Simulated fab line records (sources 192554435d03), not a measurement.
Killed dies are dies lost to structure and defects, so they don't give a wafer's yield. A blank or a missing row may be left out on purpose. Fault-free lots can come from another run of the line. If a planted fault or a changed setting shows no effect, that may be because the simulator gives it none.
Which of the tools did it? | flow n5Finfet | Sampling: 11 lots, 33 wafers, 3 of 1938 route steps

WHAT EACH GAUGE READ, for each wafer
N5_BEOL_M12_OVL_MEAS_11.
lot  | measured     | on         | V11_OVL (nm)
L319 | day 10 19:17 | overlay-02 | -4 -13 -3
L320 | day 10 23:03 | overlay-02 | -8 -7 -11
L322 | day 11 10:50 | overlay-01 | -12 0 -5
L329 | day 13 06:08 | overlay-01 | -9 -9 -18
L330 | day 13 13:19 | overlay-01 | -3 -2 -8
L331 | day 13 16:13 | overlay-02 | -3 2 -2
L338 | day 14 22:34 | overlay-01 | -11 -10 -1
L336 | day 15 07:13 | overlay-02 | -5 -5 -7
L340 | day 15 15:28 | overlay-02 | -3 1 0
L341 | day 16 09:35 | overlay-02 | -11 -8 -15
L342 | day 16 22:06 | overlay-01 | -14 -13 -15

N5_BEOL_M12_OVL_MEAS_29.
lot  | measured     | on         | M12_OVL (nm)
L319 | day 10 20:11 | overlay-01 | -6 -5 -9
L320 | day 11 00:04 | overlay-02 | 4 2 8
L322 | day 11 11:50 | overlay-01 | -4 -10 1
L329 | day 13 07:04 | overlay-02 | -1 -6 4
L330 | day 13 14:13 | overlay-01 | -5 -6 -8
L331 | day 13 17:14 | overlay-01 | 0 6 4
L338 | day 15 00:05 | overlay-02 | -10 -8 -6
L336 | day 15 08:10 | overlay-02 | -5 12 3
L340 | day 15 16:30 | overlay-02 | -7 -4 1
L341 | day 16 10:38 | overlay-02 | -4 -10 -6
L342 | day 16 23:29 | overlay-02 | 0 -7 5

TOOL THAT RAN EACH LOT (tool first, then ch and the chambers of the sampled wafers, then the start)
lot  | N5_BEOL_M11_DEP_56
L319 | pecvd-02 ch 0,2, day 10 18:41
L320 | pecvd-03 ch 0,1,2, day 10 22:28
L322 | pecvd-02 ch 1,2, day 11 10:08
L329 | pecvd-02 ch 0,1, day 13 05:31
L330 | pecvd-02 ch 0,2, day 13 12:35
L331 | pecvd-01 ch 0,2, day 13 15:30
L338 | pecvd-03 ch 0,1,2, day 14 21:58
L336 | pecvd-02 ch 0,1, day 15 06:37
L340 | pecvd-02 ch 0,1, day 15 14:44
L341 | pecvd-02 ch 0,1,2, day 16 09:00
L342 | pecvd-03 ch 0,1, day 16 21:23
- N5_BEOL_M11_DEP_56: deposits SiCN from 3MS/NH3, target thk 30 nm, time 10.5 s.

AS READ BY THE TOOLS THEMSELVES (means over the sampled wafers that have a number; for cases with no such wafer, the mark the record gives instead)
N5_BEOL_M11_DEP_56.
lot  | tool     | showerheadPlenumPTorr (Torr) | throttleValvePct (%)
L319 | pecvd-02 | 4.153                        | 16.8
L320 | pecvd-03 | 4.148                        | 18.3
L322 | pecvd-02 | 4.142                        | 16.6
L329 | pecvd-02 | 4.136                        | 17.0
L330 | pecvd-02 | 4.151                        | 17.0
L331 | pecvd-01 | 4.174                        | 18.2
L338 | pecvd-03 | 4.152                        | 18.4
L336 | pecvd-02 | 4.130                        | 16.8
L340 | pecvd-02 | 4.132                        | 16.8
L341 | pecvd-02 | 4.150                        | 17.0
L342 | pecvd-03 | 4.166                        | 18.2

THE ANSWER, worked out from the rows above alone
Rule: the usual values come from the lots themselves. The widest of any qualifying gaps counts: lots, ordered by their means at a reading, are off when they make up no more than a third of the lots, leave a main group of 4 or more, and stand apart from it by 3 or more times the standard deviation of that group's means. A main group whose means are all the same, to the digits that the tables above print for the reading, isn't used. Also off: a lot with no number at a reading for which 4 or more lots have one. All remaining lots with rows at the step are treated as sound. Order of review: gauges by route order, followed by the tools' own readings, for which a lot's mean as printed above is used. At the first step where some lot is off, the reading lying furthest off is the one used; lots without a number count as furthest.
Across all readings shown, no lot is off: no conclusion can be drawn from this.

WHAT WAS PUT IN BY THE SIMULATOR
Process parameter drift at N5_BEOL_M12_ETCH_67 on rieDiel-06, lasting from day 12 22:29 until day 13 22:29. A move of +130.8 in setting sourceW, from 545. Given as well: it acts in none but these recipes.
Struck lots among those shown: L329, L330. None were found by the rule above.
